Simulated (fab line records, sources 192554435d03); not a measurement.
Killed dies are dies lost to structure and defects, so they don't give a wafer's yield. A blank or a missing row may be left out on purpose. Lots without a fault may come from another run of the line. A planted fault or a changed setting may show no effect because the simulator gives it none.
Split-lot experiment | flow n5_finfet | 7 lots, 21 wafers read, on a route of 1938 steps

THE SPLIT
At N5_BEOL_M2_DESCUM_33 (chemistry O2, time 7 s), the setting time_s was moved away from the recipe's 7 s on 4 of the 21 wafers read, by -11.4% to +7.7%. The other wafers ran this setting at the recipe's value.

FROM THE SPLIT TO THE READING: what the file shows between them, 1 step
- N5_BEOL_M2_ETCH_77: etches underlayer in N2/H2, target depth 6.5 nm, time 5.2 s

THE READING
CAR-EUV_of_BEOL_M2_COAT_22.thk_nm (the simulator's own value, which no gauge read), in nm, at N5_BEOL_M2_ETCH_69 (etches SiARC in CF4, target depth 15.6 nm, time 26 s). The file gives no usual value for it. The 17 wafers here that ran the recipe average 11.2 nm, standard deviation 0.1 nm.

wafer  | tool, chamber at the split | time_s as run, s | against the recipe | CAR-EUV_of_BEOL_M2_COAT_22.thk_nm, nm | against lot-mates on the recipe
L074.1 | rie_diel-01, 2,3,2         | 7                | recipe             | 11.2                                  | -
L074.4 | rie_diel-01, 2,3,2         | 7                | recipe             | 11.2                                  | -
L074.6 | rie_diel-01, 2,3,2         | 7                | recipe             | 11.2                                  | -
L078.1 | rie_diel-01, 2             | 7.542            | +7.7%              | 10.8                                  | -0.4
L078.2 | rie_diel-01, 1,2           | 7                | recipe             | 11.2                                  | -
L078.5 | rie_diel-01, 1,2           | 7                | recipe             | 11.2                                  | -
L081.1 | rie_diel-05, 0             | 6.45             | -7.9%              | 11.4                                  | +0.4
L081.4 | rie_diel-05, 3             | 7                | recipe             | 11                                    | -
L081.6 | rie_diel-05, 3             | 7                | recipe             | 11                                    | -
L083.1 | rie_diel-05, 0,2,3         | 7                | recipe             | 11.4                                  | -
L083.2 | rie_diel-05, 0,2,3         | 7                | recipe             | 11.2                                  | -
L083.4 | rie_diel-05, 0,2,3         | 7                | recipe             | 11.2                                  | -
L084.2 | rie_diel-05, 2,3,2         | 7                | recipe             | 11.2                                  | -
L084.3 | rie_diel-05, 2,3,2         | 7                | recipe             | 11                                    | -
L084.6 | rie_diel-05, 2,3,2         | 7                | recipe             | 11                                    | -
L093.3 | rie_diel-02, 0             | 6.205            | -11.4%             | 11.6                                  | +0.4
L093.6 | rie_diel-02, 0             | 6.205            | -11.4%             | 11.6                                  | +0.4
L093.4 | rie_diel-02, 1             | 7                | recipe             | 11.2                                  | -
L094.1 | rie_diel-02, 2,3,2         | 7                | recipe             | 11.2                                  | -
L094.5 | rie_diel-02, 2,3,2         | 7                | recipe             | 11.2                                  | -
L094.6 | rie_diel-02, 2,3,2         | 7                | recipe             | 11.2                                  | -
Where a row lists several chambers, the file gives one row for several wafers and doesn't say which wafer went through which chamber.

THE FIT
A straight line over all 21 wafers: CAR-EUV_of_BEOL_M2_COAT_22.thk_nm changes by -0.0388 nm for each +1% of time_s; r = -0.86; the points scatter about the line by 0.099 nm.
The same after taking each lot's own level away (the mean of its wafers on the recipe; 21 wafers): -0.0407 nm for each +1%; r = -0.94; scatter 0.062 nm.
On that fit, the largest move of time_s shifts the reading by 0.46 nm.
The lots' own levels span 11.00 to 11.27 nm, that is 2.6 times the standard deviation above.
So the lot-to-lot level changes the slope little: the two slopes agree.
Check: with one of the wafers moved furthest among these (-11.4%) left out of the fit, the line predicts +0.486 nm for it against its lot-mates. It came out at +0.4 nm against them.

THE FILE'S OWN FIT
CAR-EUV_of_BEOL_M2_COAT_22.thk_nm changes by -0.043 nm for each +1% of time_s, r = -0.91.
